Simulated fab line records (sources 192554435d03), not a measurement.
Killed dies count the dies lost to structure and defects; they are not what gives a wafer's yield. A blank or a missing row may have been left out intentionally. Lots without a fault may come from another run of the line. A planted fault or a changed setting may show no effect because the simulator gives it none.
Problem report in the 8D (eight disciplines) form, filled by code	flow n5 finfet	the parts of the form that need people (team, actions taken, sign-off) are left out

## 1. THE PROBLEM
Wafers with no fault read 12 with a standard deviation of 6.2, whereas killed at contacts at N5_PASSIVATION_PROBE_49 reads a mean of 76 on 1 wafer of 1 lot. Relative to the usual mean, that is a shift of +10 standard deviations.
First seen on wafer L248.4, day 15 06:49, on prober-01. Wafers with a number at this step in the record: 4, from 2 lots. The rule behind "out" and "out of limits": a value lying over 4 standard deviations away from the usual mean. Any other wafer with a number is counted as sound.

## 2. WHAT IT IS; WHAT IT IS NOT
question	is	is not
which readings at this step	killed at contacts, killed dies, killed on rim	killed_at_M0_to_M3, killed at front end, killed at other, killed open, killed short
which lots	L248	L247
which wafers of those lots	L248.4	L248.2, L248.5
read on which tools	prober-01	prober-02
when	from day 15 06:49	up to then (2 sound wafers); but 1 sound wafer of L248 came after

## 3. WHAT RULES OUT EACH SUSPECT
Counting: if a tool at a process step up to the reading ran every lot that is out, it stays a suspect. Sound lots after the first of them don't rule it out here, since some wafers of a struck lot are sound.
- rie diel-04 at N5_MOL_CONTACT_COAG_ETCH_90 (etches SiARC in CF4, target depth 13 nm, time 21.7 s): kept. It ran the lot that is out, L248 (day 7 21:10).
- pvd sputter-02 at N5_PASSIVATION_SPUTTER_20 (material TaN, target thk 50 nm): kept. It ran the lot that is out, L248 (day 15 00:29).
- rie diel-04 at N5_PASSIVATION_STRIP_34 (strips in O2): kept. It ran the lot that is out, L248 (day 15 02:01).
- prober-01 at N5_PASSIVATION_PROBE_49: kept. It ran the lot that is out, L248 (day 15 06:43). On those wafers its own readings are out: killed at contacts, killed dies, killed on rim.
- Within rie diel-04 at N5_MOL_CONTACT_COAG_ETCH_90: the wafers that are out ran in chamber 0; their sound lot-mates ran in chambers 1, 2.
Left after counting: rie diel-04 at N5_MOL_CONTACT_COAG_ETCH_90, pvd sputter-02 at N5_PASSIVATION_SPUTTER_20, rie diel-04 at N5_PASSIVATION_STRIP_34, prober-01 at N5_PASSIVATION_PROBE_49.

## 4. THE CAUSE (what the simulator had put in)
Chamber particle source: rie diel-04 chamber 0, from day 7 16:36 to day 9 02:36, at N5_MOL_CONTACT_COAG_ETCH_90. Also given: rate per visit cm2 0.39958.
This tool is one of the 4 suspects left after counting.

## 5. THE EFFECT CHAIN, in route order
Each row: a reading where the mean over the struck wafers with a number is more than 3 standard deviations away from the usual. Scope: only readings with a usual standard deviation given in the record; hours: median across lots of the time from each lot's start at the first step in this table that gives one to its start at this step; sigmas: change in usual standard deviations.
hours	step	reading	usual	on struck wafers	change	sigmas
0	N5_PASSIVATION_PROBE_49	killed_at_M4_up	14	33	+19	+3.5
0	N5_PASSIVATION_PROBE_49	killed at contacts	12	76	+64	+10
0	N5_PASSIVATION_PROBE_49	killed dies	103	190	+87	+5.1
0	N5_PASSIVATION_PROBE_49	killed on rim	13	30	+17	+4.2
Process steps it contains:
- N5_PASSIVATION_PROBE_49

## 6. WHAT WOULD HAVE CAUGHT IT SOONER
In this record the first reading out of limits was taken at day 15 06:49, 182 hours after the fault began at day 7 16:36.
Tool readings at N5_MOL_CONTACT_COAG_ETCH_90 with a usual standard deviation given in the record: none out on any struck wafer, hence no alarm at a limit of 4 standard deviations on them.
The start of N5_MOL_CONTACT_COAG_ETCH_90 on rie diel-04 came by day 15 06:49 for every one of the lots that are out (1). Holding the tool at that point would not have protected any of them.
